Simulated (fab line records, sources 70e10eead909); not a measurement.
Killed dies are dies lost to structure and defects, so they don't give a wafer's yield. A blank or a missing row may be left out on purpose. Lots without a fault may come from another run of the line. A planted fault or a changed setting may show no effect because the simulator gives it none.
Which tool did it? | flow nand_harc | 6 lots, 18 wafers sampled, at 4 steps of a route of 1302

WHAT THE GAUGES READ, wafer by wafer
NHARC_END_SORT_01.
lot  | measured     | on        | killed_dies
L482 | day 29 02:22 | prober-01 | 51 56 51
L485 | day 30 12:36 | prober-02 | 57 48 58
L490 | day 32 18:23 | prober-01 | 677 677 677

WHICH TOOL RAN EACH LOT (tool, then ch and the chambers of the sampled wafers, then the start)
lot  | NHARC_A_WL_FILL_CVD_03        | NHARC_A_WL_FILL_ETCHBACK_16        | NHARC_A_WL_FILL_ETCHBACK_17
L474 | cvd_w-02 ch 0,1, day 21 02:01 | rie_diel-13 ch 0,1, day 21 12:46   | rie_metal-02 ch 0,1, day 21 12:59
L478 | cvd_w-01 ch 0,1, day 23 18:23 | rie_diel-13 ch 1,2, day 24 04:43   | rie_metal-01 ch 0,1, day 24 04:58
L479 | cvd_w-01 ch 0,1, day 24 10:38 | rie_diel-12 ch 0,1,2, day 25 01:37 | rie_metal-03 ch 0,1, day 25 01:47
L482 | cvd_w-01 ch 0, day 25 00:58   | rie_diel-09 ch 0,3, day 25 13:11   | rie_metal-01 ch 0,1, day 25 13:22
L485 | cvd_w-02 ch 0,1, day 26 04:26 | rie_diel-13 ch 0,1,2, day 26 17:38 | rie_metal-03 ch 0,1, day 26 17:50
L490 | cvd_w-01 ch 0,1, day 28 05:26 | rie_diel-09 ch 1,2,3, day 28 18:37 | rie_metal-02 ch 0,1, day 28 18:48
- NHARC_A_WL_FILL_CVD_03: deposits W, target thk 40 nm, time 279 s.
- NHARC_A_WL_FILL_ETCHBACK_16: etches the open film in C4F8/O2/Ar, target depth 120 nm, time 24 s.
- NHARC_A_WL_FILL_ETCHBACK_17: etches the open film in Cl2/BCl3, target depth 4 nm, time 26.7 s.

THE ANSWER, worked out from the rows above alone
Rule: what is usual is taken from the lots themselves. Put in order of their means at a reading, lots are off if they are a third of the lots or fewer, leave a main group of 4 or more, and stand apart from it by a gap of 3 or more times the standard deviation of the main group's means; of several such gaps the widest counts. A main group whose means are all the same, to the digits that the tables above print for the reading, isn't used. A lot without any number at a reading at which 4 lots or more have one is off too. The other lots that the step has rows for count as sound.
No lot is off at any reading shown: from this, nothing can be told.

WHAT THE SIMULATOR HAD PUT IN
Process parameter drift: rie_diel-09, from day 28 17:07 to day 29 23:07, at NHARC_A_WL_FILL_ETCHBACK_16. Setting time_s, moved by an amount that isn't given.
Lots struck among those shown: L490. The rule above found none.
